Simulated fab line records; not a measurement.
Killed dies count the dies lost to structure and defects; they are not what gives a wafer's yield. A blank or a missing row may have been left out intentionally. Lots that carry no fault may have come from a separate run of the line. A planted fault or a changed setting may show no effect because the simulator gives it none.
Chamber matching    flow nand harc    NHARC_A_STAIRCASE_DESCUM_270 on rie diel-13: 4 sister chambers
The step chemistry O2, time 3 s. 4 wafers are shown with their chamber, then 9 later ones without.

WAFERS PAIRED WITH THEIR CHAMBERS
wafer   chamber  showerhead plenum p Torr (Torr)
L085.5  3        1.92
L087.3  0        1.94
L087.5  2        1.92
L087.6  1        2.02

WAFERS WHOSE CHAMBER IS MISSING
wafer   showerhead plenum p Torr (Torr)
L088.1  1.92
L088.3  2.02
L088.6  1.92
L091.3  1.91
L091.4  1.92
L091.5  1.92
L094.1  1.94
L094.2  1.91
L094.5  1.91

THE CHAMBER EACH PASSED THROUGH
wafer   from the rows above      in truth
L088.1  can't be placed: 2 or 3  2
L088.3  1                        1
L088.6  can't be placed: 2 or 3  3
L091.3  can't be placed: 2 or 3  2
L091.4  can't be placed: 2 or 3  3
L091.5  can't be placed: 2 or 3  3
L094.1  0                        0
L094.2  can't be placed: 2 or 3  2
L094.5  can't be placed: 2 or 3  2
Correct placement for 2 of the 9. These rows do not allow placing 7 (true chamber among the candidates in 7). Number placed wrongly: 0.
How it was worked out, from the rows above alone: a wafer's distance from a chamber is the root of the sum, over the readings, of the square of ((its reading less the chamber's mean) divided by the reading's scatter). The wafer belongs to the nearest chamber; if the next one is less than 2 further off, it can't be placed. Each chamber's mean is taken over the wafers shown for it. The scatter: with one shown wafer a chamber, the root of the mean of the squares of how far each hidden wafer lies from its nearest shown one.
